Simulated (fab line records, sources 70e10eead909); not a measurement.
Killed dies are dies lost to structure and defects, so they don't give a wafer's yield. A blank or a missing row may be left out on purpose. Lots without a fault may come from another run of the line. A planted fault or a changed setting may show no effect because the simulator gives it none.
Chamber matching | flow nand_harc | NHARC_P_M0_DEP_32 on pecvd-03: 3 sister chambers
The step deposits SiCN, target thk 30 nm. 27 wafers are shown with their chamber, then 12 later ones without.

WAFERS WITH THEIR CHAMBER
wafer  | chamber | heater_power_outer_w (W) | heater_power_w (W)
L077.1 | 2       | 364                      | 636
L077.3 | 0       | 270                      | 505
L077.4 | 1       | 322                      | 600
L076.1 | 1       | 332                      | 624
L076.2 | 0       | 223                      | 453
L076.5 | 0       | 219                      | 460
L079.2 | 1       | 301                      | 576
L079.5 | 1       | 302                      | 544
L079.6 | 2       | 339                      | 605
L080.3 | 0       | 277                      | 518
L080.4 | 2       | 298                      | 541
L080.5 | 0       | 279                      | 514
L081.1 | 1       | 307                      | 581
L081.4 | 0       | 267                      | 487
L081.5 | 2       | 363                      | 653
L084.2 | 2       | 360                      | 623
L084.4 | 1       | 304                      | 591
L084.5 | 0       | 281                      | 523
L087.1 | 2       | 323                      | 562
L087.2 | 0       | 232                      | 455
L087.4 | 1       | 383                      | 692
L085.1 | 0       | 253                      | 514
L085.4 | 1       | 341                      | 606
L085.6 | 0       | 266                      | 496
L088.1 | 2       | 372                      | 651
L088.4 | 0       | 270                      | 503
L088.6 | 1       | 379                      | 685

SIGNATURES (means of the wafers above)
reading              | chamber 0 | chamber 1 | chamber 2 | scatter within a chamber
heater_power_outer_w | 257.91    | 330.11    | 345.57    | 27.2
heater_power_w       | 493.45    | 611.00    | 610.14    | 39.6
Rule: a wafer's distance from a chamber is the root of the sum, over the readings, of the square of ((its reading less the chamber's mean) divided by the reading's scatter). The wafer belongs to the nearest chamber; if the next one is less than 2 further off, it can't be placed. The scatter: the root of (the sum of the squares of (reading less its chamber's mean) over the shown wafers, divided by (wafers less chambers)).

WAFERS WITHOUT THEIR CHAMBER
wafer  | heater_power_outer_w (W) | heater_power_w (W)
L093.1 | 327                      | 577
L093.2 | 261                      | 498
L093.6 | 267                      | 507
L092.1 | 382                      | 649
L092.3 | 381                      | 667
L092.6 | 379                      | 659
L095.2 | 348                      | 604
L095.3 | 382                      | 667
L095.6 | 347                      | 602
L094.1 | 330                      | 600
L094.4 | 217                      | 430
L094.5 | 330                      | 611

WHICH CHAMBER EACH WENT THROUGH
wafer  | from the rows above     | in truth
L093.1 | can't be placed: 1 or 2 | 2
L093.2 | 0                       | 0
L093.6 | 0                       | 0
L092.1 | can't be placed: 2 or 1 | 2
L092.3 | can't be placed: 2 or 1 | 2
L092.6 | can't be placed: 2 or 1 | 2
L095.2 | can't be placed: 2 or 1 | 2
L095.3 | can't be placed: 2 or 1 | 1
L095.6 | can't be placed: 2 or 1 | 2
L094.1 | can't be placed: 1 or 2 | 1
L094.4 | 0                       | 0
L094.5 | can't be placed: 1 or 2 | 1
Placed correctly: 3 of 12. Can't be placed from these rows: 9 (the true chamber is among the candidates in 9). Placed wrongly: 0.
